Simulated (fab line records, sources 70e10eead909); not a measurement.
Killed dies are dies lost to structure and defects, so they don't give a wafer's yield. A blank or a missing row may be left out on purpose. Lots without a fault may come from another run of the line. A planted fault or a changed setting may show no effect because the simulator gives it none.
A struck lot beside a sound one | flow nand_harc | 14 steps out of a route of 1302
Sound: wafers L600.1, L600.2, L600.4. Struck: wafers L607.1, L607.6. (L607.5 of the same lot was not struck and is left out.) The cause comes at the end.
At each step with rows: each side's tool, then ch and its chambers, then its first start. Under that, the readings that differ: sound wafers | struck wafers | difference of the means | sigmas: that difference in standard deviations of wafers without a fault.
alike: readings whose means differ by less than 2 such deviations, and words and numbers that are the same on both sides. not compared: withheld readings, readings that some wafer has no value for, bounds like >300 that may hide the same value, and numbers for which the record gives no deviation and whose values overlap.
The two part at a step that has a row with sigmas, a row that says differs or no value, or rows on one side only. Numbers that don't overlap but have no deviation are shown without sigmas and don't part them. A reading that every wafer of one side lacks parts them only if that side has two wafers or more.

first, 3 steps without rows for these wafers: NHARC_A_CHANNEL_HOLE_D1_STRIP_41 (strips in N2/H2); NHARC_A_CHANNEL_HOLE_D1_STRIP_42 (strips in CF4/CHF3); NHARC_A_CHANNEL_HOLE_D1_STRIP_43 (strips in O2/COS).
NHARC_A_CHANNEL_HOLE_D1_ETCH_44: etches the open film in CF4/O2, target depth 140 nm, overetch 14 nm, time 77 s.
  sound on rie_diel-07 ch 0,2,3, day 12 00:26; struck on rie_diel-13 ch 2,3, day 14 21:00
  alike: drypump_motor_current_A, oes_f_703_au, oes_product_au, rf_vpp_V, showerhead_plenum_p_Torr, throttle_valve_pct
  not compared: rf_hours_counter_h
NHARC_A_CHANNEL_HOLE_D1_STRIP_27: strips in O2.
  sound on rie_diel-07 ch 0,1,3; struck on rie_diel-13 ch 0,3
  alike: drypump_motor_current_A, oes_product_au, rf_vpp_V, showerhead_plenum_p_Torr, throttle_valve_pct
  not compared: rf_hours_counter_h
then, 2 steps without rows for these wafers: NHARC_A_CHANNEL_HOLE_D1_PRECLEAN_28 (cleans in SC1); NHARC_A_CHANNEL_HOLE_D1_SRD_29.
NHARC_A_CHANNEL_HOLE_D1_CD_MEAS_30:
  sound on cd_sem-03, day 12 01:14; struck on cd_sem-01, day 14 21:46
  alike: cd_nm
NHARC_A_CHANNEL_HOLE_D1_XSEM_31:
  sound on xsem-02 ch 0, day 12 01:20; struck on xsem-01 ch 0, day 14 21:52
  alike: bot_cd_nm, bow_nm, tilt_deg
NHARC_A_CHANNEL_HOLE_D1_INSPECT_40:
  sound on defect_inspect-01, day 12 01:26; struck on defect_inspect-01, day 14 21:58
  alike: raw_defect_count
then, 2 steps without rows for these wafers: NHARC_A_CHANNEL_FILL_D1_PRECLEAN_00 (cleans in SC1); NHARC_A_CHANNEL_FILL_D1_SRD_01.
NHARC_A_CHANNEL_FILL_D1_ALD_02: deposits SiO2, target thk 6 nm, pulse time 10 s, ald cycles 60.
  sound on ald_hk-03 ch 1,2,3, day 12 01:58; struck on ald_hk-01 ch 2,3, day 14 22:39
  reading    | sound    | struck | difference | sigmas
  ald_cycles | 60 60 60 | 47 47  | -13        |
  alike: heater_power_w, precursor_pulse_height_rel
NHARC_A_CHANNEL_FILL_D1_ALD_03: deposits SiNx, target thk 6 nm, pulse time 60 s, ald cycles 58.
  sound on ald_sin_batch-03 ch 0; struck on ald_sin_batch-02 ch 0
  alike: precursor_pulse_height_rel
  not compared: ald_cycles

WHERE THEY PART
Nowhere in this record.

WHY: what the simulator had put in
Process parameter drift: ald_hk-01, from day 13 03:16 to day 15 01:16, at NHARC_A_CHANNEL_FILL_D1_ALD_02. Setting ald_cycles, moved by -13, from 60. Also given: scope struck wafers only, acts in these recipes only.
